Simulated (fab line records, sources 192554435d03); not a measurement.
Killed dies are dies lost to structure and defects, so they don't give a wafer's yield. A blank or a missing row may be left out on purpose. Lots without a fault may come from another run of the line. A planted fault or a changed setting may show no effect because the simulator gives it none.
Which tool did it? | flow n5_finfet | 24 lots, 72 wafers sampled, at 6 steps of a route of 1938

WHAT THE GAUGES READ, wafer by wafer
N5_BEOL_M0_CUTY_INSPECT_59: inspects for defects (macro).
lot  | measured     | on                | raw_defect_count
L074 | day 5 17:38  | defect_inspect-02 | 1 3 1
L075 | day 5 21:59  | defect_inspect-01 | 0 1 4
L076 | day 6 05:26  | defect_inspect-02 | 1 2 2
L077 | day 6 13:30  | defect_inspect-02 | 1 0 0
L078 | day 6 14:23  | defect_inspect-02 | 0 3 3
L079 | day 7 00:31  | defect_inspect-02 | 1 2 1
L080 | day 7 06:53  | defect_inspect-01 | 1 3 4
L081 | day 7 15:43  | defect_inspect-01 | 0 1 1
L082 | day 7 19:56  | defect_inspect-01 | 2 1 1
L083 | day 8 00:42  | defect_inspect-01 | 2 1 1
L084 | day 8 05:38  | defect_inspect-02 | 2 2 2
L085 | day 8 11:22  | defect_inspect-02 | 4 2 1
L086 | day 8 19:35  | defect_inspect-01 | 3 3 5
L087 | day 8 21:25  | defect_inspect-01 | 1 2 2
L088 | day 9 06:52  | defect_inspect-02 | 2 3 3
L089 | day 9 08:22  | defect_inspect-02 | 5 2 1
L090 | day 9 22:23  | defect_inspect-02 | 2 4 3
L091 | day 10 02:25 | defect_inspect-02 | 3 4 4
L092 | day 10 07:00 | defect_inspect-02 | 0 4 2
L093 | day 10 16:17 | defect_inspect-01 | 4 4 1
L094 | day 10 17:55 | defect_inspect-02 | 1 3 1
L095 | day 10 22:35 | defect_inspect-02 | 3 1 5
L096 | day 11 10:38 | defect_inspect-02 | 4 1 1
L097 | day 11 13:01 | defect_inspect-02 | 0 2 2

N5_BEOL_M1_CD_MEAS_11: target cd 17.05 nm.
lot  | measured     | on        | cd_nm (nm)
L074 | day 6 04:02  | cd_sem-03 | 16.42 16.74 17.27
L075 | day 6 07:20  | cd_sem-03 | 17.27 17.23 16.56
L076 | day 6 10:36  | cd_sem-03 | 17.01 17.08 16.81
L077 | day 7 01:06  | cd_sem-01 | 17.03 16.86 16.84
L078 | day 7 02:33  | cd_sem-02 | 17.32 16.95 17.06
L079 | day 7 10:44  | cd_sem-01 | 17.12 16.86 17.49
L080 | day 7 16:49  | cd_sem-01 | 17.06 17.53 17.16
L081 | day 7 23:18  | cd_sem-02 | 17.08 17.22 17.03
L082 | day 8 04:55  | cd_sem-01 | 16.62 16.72 17.27
L083 | day 8 08:39  | cd_sem-02 | 17.41 16.91 17.02
L084 | day 8 15:44  | cd_sem-03 | 16.88 17.42 17.17
L085 | day 8 16:53  | cd_sem-03 | 16.82 16.91 17.03
L086 | day 9 05:14  | cd_sem-01 | 17.06 17.23 17.36
L087 | day 9 07:20  | cd_sem-03 | 17.19 16.78 17.24
L088 | day 9 15:55  | cd_sem-03 | 16.79 17.38 17.17
L089 | day 9 16:05  | cd_sem-01 | 16.77 16.58 16.85
L090 | day 10 04:11 | cd_sem-02 | 17.51 17.22 17.23
L091 | day 10 10:09 | cd_sem-01 | 17.24 16.86 16.89
L092 | day 10 16:25 | cd_sem-02 | 17.09 17.54 16.93
L093 | day 11 03:51 | cd_sem-01 | 17.09 17.07 16.71
L094 | day 11 04:05 | cd_sem-02 | 16.90 17.13 17.32
L095 | day 11 07:08 | cd_sem-01 | 17.02 17.63 17.53
L096 | day 11 17:50 | cd_sem-01 | 17.30 17.06 17.21
L097 | day 11 22:02 | cd_sem-02 | 17.17 17.32 16.79

WHICH TOOL RAN EACH LOT (tool, then ch and the chambers of the sampled wafers, then the start)
lot  | N5_BEOL_M0_STRIP_104               | N5_BEOL_M0_SPUTTER_141       | N5_BEOL_M1_ILD_DEP_00           | N5_BEOL_M1_HM_DEP_02
L074 | rie_diel-01 ch 0,1,3, day 5 21:35  | pvd_sputter-02, day 6 01:46  | pecvd-03 ch 1,2, day 6 02:56    | pvd_sputter-03, day 6 03:38
L075 | rie_diel-04 ch 0,2,3, day 6 02:29  | pvd_sputter-01, day 6 04:53  | pecvd-01 ch 0,1,2, day 6 06:00  | pvd_sputter-01, day 6 06:57
L076 | rie_diel-06 ch 1,2, day 6 06:07    | pvd_sputter-03, day 6 08:16  | pecvd-02 ch 0,1, day 6 09:37    | pvd_sputter-02, day 6 10:13
L077 | rie_diel-04 ch 1,2,3, day 6 17:39  | pvd_sputter-03, day 6 20:17  | pecvd-02 ch 0,1, day 6 22:10    | pvd_sputter-02, day 7 00:35
L078 | rie_diel-04 ch 1,2, day 6 20:35    | pvd_sputter-01, day 7 00:06  | pecvd-03 ch 0,1,2, day 7 01:14  | pvd_sputter-01, day 7 02:07
L079 | rie_diel-01 ch 1,3, day 7 02:10    | pvd_sputter-02, day 7 06:50  | pecvd-03 ch 0,1,2, day 7 08:08  | pvd_sputter-01, day 7 10:13
L080 | rie_diel-04 ch 2,3, day 7 09:56    | pvd_sputter-02, day 7 14:21  | pecvd-01 ch 1,2, day 7 15:37    | pvd_sputter-01, day 7 16:18
L081 | rie_diel-06 ch 0,1, day 7 16:25    | pvd_sputter-02, day 7 19:14  | pecvd-03 ch 0,1, day 7 20:23    | pvd_sputter-01, day 7 22:47
L082 | rie_diel-01 ch 1,2,3, day 7 23:14  | pvd_sputter-01, day 8 02:07  | pecvd-03 ch 0,2, day 8 03:14    | pvd_sputter-01, day 8 04:31
L083 | rie_diel-06 ch 0,1,2, day 8 01:53  | pvd_sputter-01, day 8 05:20  | pecvd-01 ch 0,1,2, day 8 06:38  | pvd_sputter-03, day 8 08:08
L084 | rie_diel-06 ch 2,3, day 8 09:27    | pvd_sputter-02, day 8 13:04  | pecvd-03 ch 0,1, day 8 14:11    | pvd_sputter-03, day 8 15:18
L085 | rie_diel-01 ch 0,2,3, day 8 12:55  | pvd_sputter-02, day 8 15:03  | pecvd-03 ch 0,2, day 8 16:13    | pvd_sputter-01, day 8 16:29
L086 | rie_diel-01 ch 2,3, day 8 21:02    | pvd_sputter-03, day 9 01:08  | pecvd-03 ch 0,1,2, day 9 02:58  | pvd_sputter-01, day 9 04:50
L087 | rie_diel-04 ch 0,1, day 8 23:49    | pvd_sputter-01, day 9 04:22  | pecvd-01 ch 1,2, day 9 06:16    | pvd_sputter-03, day 9 06:57
L088 | rie_diel-01 ch 1,2,3, day 9 10:02  | pvd_sputter-03, day 9 12:49  | pecvd-02 ch 0,1,2, day 9 14:10  | pvd_sputter-03, day 9 15:23
L089 | rie_diel-04 ch 0,1, day 9 10:18    | pvd_sputter-01, day 9 12:56  | pecvd-02 ch 0,2, day 9 14:20    | pvd_sputter-03, day 9 15:29
L090 | rie_diel-01 ch 0,2,3, day 9 23:06  | pvd_sputter-01, day 10 01:14 | pecvd-02 ch 1,2, day 10 02:38   | pvd_sputter-02, day 10 03:40
L091 | rie_diel-04 ch 0,2, day 10 04:31   | pvd_sputter-01, day 10 06:10 | pecvd-02 ch 0,1, day 10 07:25   | pvd_sputter-03, day 10 09:46
L092 | rie_diel-06 ch 1,2,3, day 10 09:04 | pvd_sputter-01, day 10 11:35 | pecvd-02 ch 0,2, day 10 12:49   | pvd_sputter-02, day 10 15:53
L093 | rie_diel-01 ch 1,2,3, day 10 21:05 | pvd_sputter-03, day 10 23:56 | pecvd-03 ch 1,2, day 11 01:41   | pvd_sputter-02, day 11 03:28
L094 | rie_diel-04 ch 0,1,2, day 10 21:07 | pvd_sputter-02, day 11 00:08 | pecvd-03 ch 0,1, day 11 01:53   | pvd_sputter-02, day 11 03:34
L095 | rie_diel-01 ch 1,2,3, day 10 23:46 | pvd_sputter-02, day 11 03:23 | pecvd-03 ch 0,1,2, day 11 04:40 | pvd_sputter-03, day 11 06:37
L096 | rie_diel-06 ch 1,3, day 11 11:41   | pvd_sputter-01, day 11 14:21 | pecvd-03 ch 1,2, day 11 15:29   | pvd_sputter-01, day 11 17:27
L097 | rie_diel-06 ch 0,1,3, day 11 17:27 | pvd_sputter-03, day 11 19:45 | pecvd-02 ch 0,1,2, day 11 20:53 | pvd_sputter-02, day 11 21:31
- N5_BEOL_M0_STRIP_104: strips in N2/H2.
- N5_BEOL_M0_SPUTTER_141: material Cu, target thk 4 nm, time 7.37 s.
- N5_BEOL_M1_ILD_DEP_00: deposits SiOC from DEMS/O2, target thk 79 nm, time 15.3 s.
- N5_BEOL_M1_HM_DEP_02: deposits TiN, target thk 20 nm.

WHAT THE TOOLS THEMSELVES READ (means of the sampled wafers that have a number; where no wafer has one, the mark that the record gives instead)
N5_BEOL_M0_STRIP_104.
lot  | tool        | drypump_motor_current_A (A) | h2_flow_sccm (sccm) | oes_product_au (a.u.) | rf_vpp_V (V) | showerhead_plenum_p_Torr (Torr) | throttle_valve_pct (%)
L074 | rie_diel-01 | 5.8                         | 199.7               | 0.86                  | 59.6         | 2.61                            | 23.65
L075 | rie_diel-04 | 5.8                         | 200.1               | 0.76                  | 60.1         | 2.47                            | 23.53
L076 | rie_diel-06 | 5.6                         | 200.0               | 0.79                  | 59.7         | 2.46                            | 23.77
L077 | rie_diel-04 | 5.8                         | 200.0               | 0.73                  | 58.8         | 2.53                            | 23.67
L078 | rie_diel-04 | 5.5                         | 199.3               | 0.73                  | 59.1         | 2.56                            | 23.78
L079 | rie_diel-01 | 5.4                         | 200.3               | 0.82                  | 58.2         | 2.55                            | 23.70
L080 | rie_diel-04 | 5.7                         | 200.6               | 0.73                  | 59.4         | 2.49                            | 23.69
L081 | rie_diel-06 | 5.8                         | 199.8               | 0.72                  | 58.5         | 2.40                            | 23.91
L082 | rie_diel-01 | 5.4                         | 199.8               | 0.83                  | 57.6         | 2.56                            | 23.74
L083 | rie_diel-06 | 5.7                         | 200.3               | 0.78                  | 60.7         | 2.46                            | 23.71
L084 | rie_diel-06 | 5.5                         | 200.6               | 0.85                  | 59.8         | 2.57                            | 23.39
L085 | rie_diel-01 | 5.7                         | 200.0               | 0.88                  | 59.6         | 2.62                            | 23.61
L086 | rie_diel-01 | 5.4                         | 199.9               | 0.86                  | 58.3         | 2.57                            | 23.65
L087 | rie_diel-04 | 5.8                         | 200.0               | 0.73                  | 58.0         | 2.50                            | 23.56
L088 | rie_diel-01 | 5.3                         | 200.4               | 0.82                  | 56.8         | 2.56                            | 23.74
L089 | rie_diel-04 | 5.7                         | 200.8               | 0.71                  | 59.0         | 2.56                            | 23.69
L090 | rie_diel-01 | 5.7                         | 200.4               | 0.86                  | 58.0         | 2.62                            | 23.61
L091 | rie_diel-04 | 5.7                         | 199.9               | 0.72                  | 59.8         | 2.49                            | 23.70
L092 | rie_diel-06 | 5.7                         | 200.3               | 0.86                  | 58.6         | 2.61                            | 23.48
L093 | rie_diel-01 | 5.4                         | 200.3               | 0.80                  | 59.5         | 2.55                            | 23.76
L094 | rie_diel-04 | 5.6                         | 199.5               | 0.71                  | 58.4         | 2.52                            | 23.70
L095 | rie_diel-01 | 5.4                         | 199.7               | 0.80                  | 59.5         | 2.55                            | 23.77
L096 | rie_diel-06 | 5.9                         | 199.7               | 0.80                  | 58.7         | 2.59                            | 23.47
L097 | rie_diel-06 | 5.9                         | 199.6               | 0.78                  | 58.0         | 2.54                            | 23.64

N5_BEOL_M0_SPUTTER_141.
lot  | tool           | susceptor_temp_C (C) | throttle_valve_pct (%)
L074 | pvd_sputter-02 | -20.00               | 29.5
L075 | pvd_sputter-01 | -19.96               | 30.2
L076 | pvd_sputter-03 | -20.00               | 30.3
L077 | pvd_sputter-03 | -20.03               | 29.6
L078 | pvd_sputter-01 | -19.96               | 30.3
L079 | pvd_sputter-02 | -20.11               | 29.2
L080 | pvd_sputter-02 | -19.89               | 29.0
L081 | pvd_sputter-02 | -20.04               | 28.5
L082 | pvd_sputter-01 | -20.07               | 30.1
L083 | pvd_sputter-01 | -19.99               | 30.6
L084 | pvd_sputter-02 | -20.05               | 29.6
L085 | pvd_sputter-02 | -20.08               | 29.8
L086 | pvd_sputter-03 | -19.97               | 30.4
L087 | pvd_sputter-01 | -20.06               | 30.6
L088 | pvd_sputter-03 | -19.98               | 29.3
L089 | pvd_sputter-01 | -19.98               | 29.6
L090 | pvd_sputter-01 | -20.03               | 29.9
L091 | pvd_sputter-01 | -19.91               | 30.4
L092 | pvd_sputter-01 | -20.03               | 30.4
L093 | pvd_sputter-03 | -20.03               | 29.4
L094 | pvd_sputter-02 | -20.13               | 28.8
L095 | pvd_sputter-02 | -20.01               | 29.7
L096 | pvd_sputter-01 | -19.96               | 30.2
L097 | pvd_sputter-03 | -20.05               | 29.6

N5_BEOL_M1_ILD_DEP_00.
lot  | tool     | heater_power_w (W) | showerhead_plenum_p_Torr (Torr) | susceptor_temp_C (C) | throttle_valve_pct (%)
L074 | pecvd-03 | 432                | 5.694                           | 350.17               | 11.3
L075 | pecvd-01 | 478                | 5.679                           | 349.92               | 12.3
L076 | pecvd-02 | 502                | 5.681                           | 349.90               | 11.6
L077 | pecvd-02 | 450                | 5.701                           | 349.98               | 11.7
L078 | pecvd-03 | 446                | 5.711                           | 349.92               | 11.5
L079 | pecvd-03 | 470                | 5.688                           | 349.99               | 11.6
L080 | pecvd-01 | 530                | 5.683                           | 350.11               | 12.1
L081 | pecvd-03 | 538                | 5.696                           | 350.12               | 11.9
L082 | pecvd-03 | 505                | 5.704                           | 349.85               | 11.7
L083 | pecvd-01 | 472                | 5.689                           | 350.01               | 12.1
L084 | pecvd-03 | 460                | 5.701                           | 349.99               | 11.7
L085 | pecvd-03 | 541                | 5.695                           | 349.96               | 11.3
L086 | pecvd-03 | 497                | 5.695                           | 350.06               | 11.6
L087 | pecvd-01 | 552                | 5.687                           | 350.02               | 12.3
L088 | pecvd-02 | 512                | 5.677                           | 350.10               | 11.8
L089 | pecvd-02 | 492                | 5.697                           | 349.77               | 11.9
L090 | pecvd-02 | 531                | 5.662                           | 349.99               | 11.9
L091 | pecvd-02 | 483                | 5.688                           | 350.01               | 11.8
L092 | pecvd-02 | 459                | 5.688                           | 350.04               | 12.0
L093 | pecvd-03 | 471                | 5.688                           | 350.03               | 11.8
L094 | pecvd-03 | 507                | 5.693                           | 350.00               | 11.7
L095 | pecvd-03 | 509                | 5.696                           | 349.94               | 11.4
L096 | pecvd-03 | 475                | 5.694                           | 350.03               | 11.4
L097 | pecvd-02 | 478                | 5.674                           | 350.06               | 11.9

N5_BEOL_M1_HM_DEP_02.
lot  | tool           | susceptor_temp_C (C) | throttle_valve_pct (%)
L074 | pvd_sputter-03 | 25.05                | 30.3
L075 | pvd_sputter-01 | 24.99                | 30.6
L076 | pvd_sputter-02 | 25.04                | 29.6
L077 | pvd_sputter-02 | 25.03                | 29.7
L078 | pvd_sputter-01 | 24.96                | 30.6
L079 | pvd_sputter-01 | 24.95                | 30.4
L080 | pvd_sputter-01 | 24.95                | 30.7
L081 | pvd_sputter-01 | 25.07                | 30.6
L082 | pvd_sputter-01 | 25.04                | 29.7
L083 | pvd_sputter-03 | 25.05                | 30.2
L084 | pvd_sputter-03 | 25.08                | 28.6
L085 | pvd_sputter-01 | 25.00                | 30.0
L086 | pvd_sputter-01 | 24.96                | 30.4
L087 | pvd_sputter-03 | 24.86                | 29.8
L088 | pvd_sputter-03 | 24.96                | 30.0
L089 | pvd_sputter-03 | 24.98                | 29.6
L090 | pvd_sputter-02 | 25.11                | 28.8
L091 | pvd_sputter-03 | 25.02                | 29.3
L092 | pvd_sputter-02 | 25.00                | 29.2
L093 | pvd_sputter-02 | 24.95                | 29.1
L094 | pvd_sputter-02 | 25.01                | 29.8
L095 | pvd_sputter-03 | 25.07                | 29.3
L096 | pvd_sputter-01 | 24.98                | 30.3
L097 | pvd_sputter-02 | 25.01                | 29.0

THE ANSWER, worked out from the rows above alone
Rule: what is usual is taken from the lots themselves. Put in order of their means at a reading, lots are off if they are a third of the lots or fewer, leave a main group of 4 or more, and stand apart from it by a gap of 3 or more times the standard deviation of the main group's means; of several such gaps the widest counts. A main group whose means are all the same, to the digits that the tables above print for the reading, isn't used. A lot without any number at a reading at which 4 lots or more have one is off too. The other lots that the step has rows for count as sound. The gauges are gone through in route order, then the tools' own readings, and for those a lot's mean is taken as printed above. The first step at which some lot is off is used, and at that step the reading that is off furthest; a lot without a number counts as furthest.
No lot is off at any reading shown: from this, nothing can be told.

WHAT THE SIMULATOR HAD PUT IN
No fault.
